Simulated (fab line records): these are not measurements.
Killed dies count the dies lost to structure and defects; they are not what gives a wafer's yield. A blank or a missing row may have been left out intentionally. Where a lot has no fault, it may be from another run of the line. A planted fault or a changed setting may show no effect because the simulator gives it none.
Chamber matching :: flow n5-finfet :: N5_MOL_CONTACT_COAG_DESCUM_45 on rie-diel-01: 4 sister chambers
The step chemistry O2, time 7 s. 8 wafers are shown with their chamber, then 7 later ones without.

## EACH WAFER AND ITS CHAMBER
wafer: L075.1
chamber: 1
showerhead-plenum-p-Torr (Torr): 2.06
drypump-motor-current-A (A): 6.4

wafer: L078.3
chamber: 0
showerhead-plenum-p-Torr (Torr): 2.02
drypump-motor-current-A (A): 6.2

wafer: L078.6
chamber: 0
showerhead-plenum-p-Torr (Torr): 2.02
drypump-motor-current-A (A): 6.2

wafer: L084.1
chamber: 1
showerhead-plenum-p-Torr (Torr): 2.05
drypump-motor-current-A (A): 6.5

wafer: L086.2
chamber: 2
showerhead-plenum-p-Torr (Torr): 2.15
drypump-motor-current-A (A): 5.4

wafer: L086.5
chamber: 3
showerhead-plenum-p-Torr (Torr): 1.92
drypump-motor-current-A (A): 5.1

wafer: L092.1
chamber: 3
showerhead-plenum-p-Torr (Torr): 1.91
drypump-motor-current-A (A): 5.1

wafer: L092.2
chamber: 2
showerhead-plenum-p-Torr (Torr): 2.15
drypump-motor-current-A (A): 5.4

## WAFERS WITH NO CHAMBER GIVEN
wafer: L092.4
showerhead-plenum-p-Torr (Torr): 2.01
drypump-motor-current-A (A): 6.2

wafer: L096.2
showerhead-plenum-p-Torr (Torr): 1.91
drypump-motor-current-A (A): 5.1

wafer: L096.5
showerhead-plenum-p-Torr (Torr): 2.04
drypump-motor-current-A (A): 6.4

wafer: L096.6
showerhead-plenum-p-Torr (Torr): 2.14
drypump-motor-current-A (A): 5.4

wafer: L097.1
showerhead-plenum-p-Torr (Torr): 1.91
drypump-motor-current-A (A): 5.1

wafer: L097.5
showerhead-plenum-p-Torr (Torr): 1.91
drypump-motor-current-A (A): 5.1

wafer: L097.6
showerhead-plenum-p-Torr (Torr): 2.04
drypump-motor-current-A (A): 6.4

## EACH ONE'S CHAMBER
wafer: L092.4
from the rows above: 0
in truth: 0

wafer: L096.2
from the rows above: 3
in truth: 3

wafer: L096.5
from the rows above: 1
in truth: 1

wafer: L096.6
from the rows above: 2
in truth: 2

wafer: L097.1
from the rows above: 3
in truth: 3

wafer: L097.5
from the rows above: 3
in truth: 3

wafer: L097.6
from the rows above: 1
in truth: 1
Correct placement for 7 of the 7. Left unplaced by these rows: 0. Placed wrongly: 0.
How it was worked out, from the rows above alone: a wafer's distance from a chamber is the root of the sum, over the readings, of the square of ((its reading less the chamber's mean) divided by the reading's scatter). The wafer belongs to the nearest chamber; if the next one is less than 2 further off, it can't be placed. For every chamber, the mean is computed from those of its wafers that are shown. The scatter: the root of (the sum of the squares of (reading less its chamber's mean) over the shown wafers, divided by (wafers less chambers)).
